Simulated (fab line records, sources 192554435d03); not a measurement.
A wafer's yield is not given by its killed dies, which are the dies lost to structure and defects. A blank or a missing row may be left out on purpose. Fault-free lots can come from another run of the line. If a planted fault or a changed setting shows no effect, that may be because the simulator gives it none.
Matching of chambers :: flow n5-finfet :: N5_BEOL_M11_ETCH_62 on rie-diel-03 has 4 sister chambers
The step etches SOC in N2/H2, target depth 110 nm, overetch 22 nm, time 165 s. 8 wafers are shown with their chamber, then 9 later ones without.

EACH WAFER AND ITS CHAMBER
wafer: L078.1
chamber: 2
showerhead-plenum-p-Torr (Torr): 2.58
drypump-motor-current-A (A): 6.05

wafer: L079.1
chamber: 2
showerhead-plenum-p-Torr (Torr): 2.57
drypump-motor-current-A (A): 6.05

wafer: L079.5
chamber: 3
showerhead-plenum-p-Torr (Torr): 2.61
drypump-motor-current-A (A): 5.80

wafer: L086.1
chamber: 3
showerhead-plenum-p-Torr (Torr): 2.61
drypump-motor-current-A (A): 5.84

wafer: L086.5
chamber: 0
showerhead-plenum-p-Torr (Torr): 2.41
drypump-motor-current-A (A): 5.75

wafer: L091.4
chamber: 1
showerhead-plenum-p-Torr (Torr): 2.50
drypump-motor-current-A (A): 5.47

wafer: L091.5
chamber: 1
showerhead-plenum-p-Torr (Torr): 2.50
drypump-motor-current-A (A): 5.47

wafer: L091.6
chamber: 0
showerhead-plenum-p-Torr (Torr): 2.41
drypump-motor-current-A (A): 5.73

WAFERS MISSING THEIR CHAMBER
wafer: L093.3
showerhead-plenum-p-Torr (Torr): 2.56
drypump-motor-current-A (A): 6.05

wafer: L093.5
showerhead-plenum-p-Torr (Torr): 2.61
drypump-motor-current-A (A): 5.84

wafer: L093.6
showerhead-plenum-p-Torr (Torr): 2.40
drypump-motor-current-A (A): 5.72

wafer: L094.1
showerhead-plenum-p-Torr (Torr): 2.56
drypump-motor-current-A (A): 6.07

wafer: L094.3
showerhead-plenum-p-Torr (Torr): 2.40
drypump-motor-current-A (A): 5.76

wafer: L094.5
showerhead-plenum-p-Torr (Torr): 2.40
drypump-motor-current-A (A): 5.76

wafer: L095.3
showerhead-plenum-p-Torr (Torr): 2.50
drypump-motor-current-A (A): 5.48

wafer: L095.4
showerhead-plenum-p-Torr (Torr): 2.56
drypump-motor-current-A (A): 6.04

wafer: L095.5
showerhead-plenum-p-Torr (Torr): 2.56
drypump-motor-current-A (A): 6.04

WHICH CHAMBER EACH ONE RAN IN
wafer: L093.3
from the rows above: 2
in truth: 2

wafer: L093.5
from the rows above: 3
in truth: 3

wafer: L093.6
from the rows above: 0
in truth: 0

wafer: L094.1
from the rows above: 2
in truth: 2

wafer: L094.3
from the rows above: 0
in truth: 0

wafer: L094.5
from the rows above: 0
in truth: 0

wafer: L095.3
from the rows above: 1
in truth: 1

wafer: L095.4
from the rows above: 2
in truth: 2

wafer: L095.5
from the rows above: 2
in truth: 2
Correctly placed: 9 of 9. Can't be placed from these rows: 0. Number placed wrongly: 0.
How it was worked out, from the rows above alone: a wafer's distance from a chamber is the root of the sum, over the readings, of the square of ((its reading less the chamber's mean) divided by the reading's scatter). If the next closest chamber is less than 2 further off than the closest, the wafer can't be placed; otherwise it belongs to the closest. Each chamber's mean is taken over the wafers shown for it. The scatter is the square root of a quotient: the sum, over the shown wafers, of each reading's squared deviation from its chamber's mean, divided by wafers minus chambers.
